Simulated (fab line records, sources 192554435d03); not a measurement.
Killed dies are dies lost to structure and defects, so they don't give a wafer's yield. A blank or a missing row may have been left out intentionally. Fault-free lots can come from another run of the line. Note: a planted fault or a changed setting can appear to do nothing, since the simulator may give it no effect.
Problem report in the 8D (eight disciplines) form, filled by code :: flow n5 finfet :: the parts of the form that need people (team, actions taken, sign-off) are left out

1. THE ISSUE
VT_N_LONG at N5_BEOL_M4_RC_MEAS_101 reads a mean of 298.6 mV on 3 wafers of 2 lots; wafers without a fault read 274.5 mV with a standard deviation of 1.9. That puts it +13 standard deviations away from the usual mean.
The first sign was on wafer L599.2 at day 11 08:46, on prober-01. The record holds 11 wafers of 4 lots with a number at this step. The rule behind "out" and "out of limits": a value lying over 4 standard deviations away from the usual mean. The other wafers with a number count as sound.

2. WHAT IT IS AND WHAT IT IS NOT
question: which readings at this step
is: VT_N_LONG, IOFF_N_LONG, VT_N, VT_N_LVT
is not: SS_N

question: which lots
is: L599, L602
is not: L589, L607

question: which wafers of those lots
is: L599.2, L599.3, L602.3
is not: L599.4, L602.4

question: read on which gauges
is: prober-01, prober-02
is not: -

question: when
is: from day 11 08:46
is not: up to then (4 sound wafers); but 4 sound wafers of L602, L607 came after

3. SUSPECTS, AND WHAT RULES EACH OUT
Counting: any tool at a process step up to the reading remains a suspect provided it ran every lot that is out. Sound lots after the first of them don't rule it out here, since some wafers of a struck lot are sound.
- the gauge at N5_BEOL_M4_RC_MEAS_101 has been ruled out. The wafers that are out were read on 2 gauges (prober-01, prober-02).
- ald metal-03 at N5_HKMG_FIN_NWFM_ALD_20 (deposits TiAlC, target thk 2 nm, pulse time 3 s, purge time 2 s): kept. It processed each lot that is out (first: L599, day 7 04:04); up to then, its last sound lot is L589 (day 4 08:34).
- Within ald metal-03 at N5_HKMG_FIN_NWFM_ALD_20: the wafers that are out ran in chambers 1, 2; their sound lot-mates ran in chambers 0, 3.
Left after counting: ald metal-03 at N5_HKMG_FIN_NWFM_ALD_20.

4. THE CAUSE (what the simulator had put in)
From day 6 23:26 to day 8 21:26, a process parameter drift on ald metal-03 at N5_HKMG_FIN_NWFM_ALD_20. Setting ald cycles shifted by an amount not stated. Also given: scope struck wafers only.
The count eliminated every tool but this one.

5. THE EFFECT CHAIN, in route order
One row per reading whose mean, taken over the struck wafers that have a number, lies over 3 standard deviations from the usual. Only readings whose record carries a usual standard deviation are examined. hours: median over the lots of the time between each lot's start at the first step of this table that gives one and its start at this step. sigmas: the change, counted in usual standard deviations.
hours: 0
step: N5_BEOL_M4_RC_MEAS_101
reading: IOFF_N_LIN
usual: 0.077 nA/um
on struck wafers: 0.040
change: -0.037
sigmas: -3.1

hours: 0
step: N5_BEOL_M4_RC_MEAS_101
reading: IOFF_N_LONG
usual: 5.63e-05 nA/um
on struck wafers: 3.48e-05
change: -2.15e-05
sigmas: -8.3

hours: 0
step: N5_BEOL_M4_RC_MEAS_101
reading: ION_N
usual: 674 uA/um
on struck wafers: 633
change: -41
sigmas: -3.4

hours: 0
step: N5_BEOL_M4_RC_MEAS_101
reading: VT_N
usual: 249 mV
on struck wafers: 269
change: +20
sigmas: +6.5

hours: 0
step: N5_BEOL_M4_RC_MEAS_101
reading: VT_N_LONG
usual: 274.5 mV
on struck wafers: 298.6
change: +24.1
sigmas: +13

hours: 0
step: N5_BEOL_M4_RC_MEAS_101
reading: VT_N_LVT
usual: 98 mV
on struck wafers: 117
change: +19
sigmas: +6.1

hours: 106
step: N5_PASSIVATION_PROBE_49
reading: sort_bin_4_leakage
usual: 0.00 %
on struck wafers: 0.06
change: +0.06
sigmas: +8.1

hours: 106
step: N5_PASSIVATION_PROBE_49
reading: sort_bin_8_speed
usual: 0.00 %
on struck wafers: 14.89
change: +14.89
sigmas: +99 or more

hours: 106
step: N5_PASSIVATION_PROBE_49
reading: sort n pass
usual: 1082
on struck wafers: 896
change: -186
sigmas: -11

hours: 106
step: N5_PASSIVATION_PROBE_49
reading: sort yield pct
usual: 91.7 %
on struck wafers: 76.0
change: -15.7
sigmas: -11
Here are the process steps it includes:
- N5_PASSIVATION_PROBE_49

6. WHAT WOULD HAVE CAUGHT IT SOONER
Counted from the fault's start at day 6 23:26, it took 105 hours until the first out-of-limits reading at a measuring or inspecting step in this record, taken at day 11 08:46.
Of the tool readings at N5_HKMG_FIN_NWFM_ALD_20 for which the record gives a usual standard deviation, none was out on any struck wafer, so an alarm limit of 4 standard deviations on them would not have fired.
Lots out: 2; all had begun N5_HKMG_FIN_NWFM_ALD_20 on ald metal-03 by day 11 08:46. A hold on the tool at that time would have spared none of them.
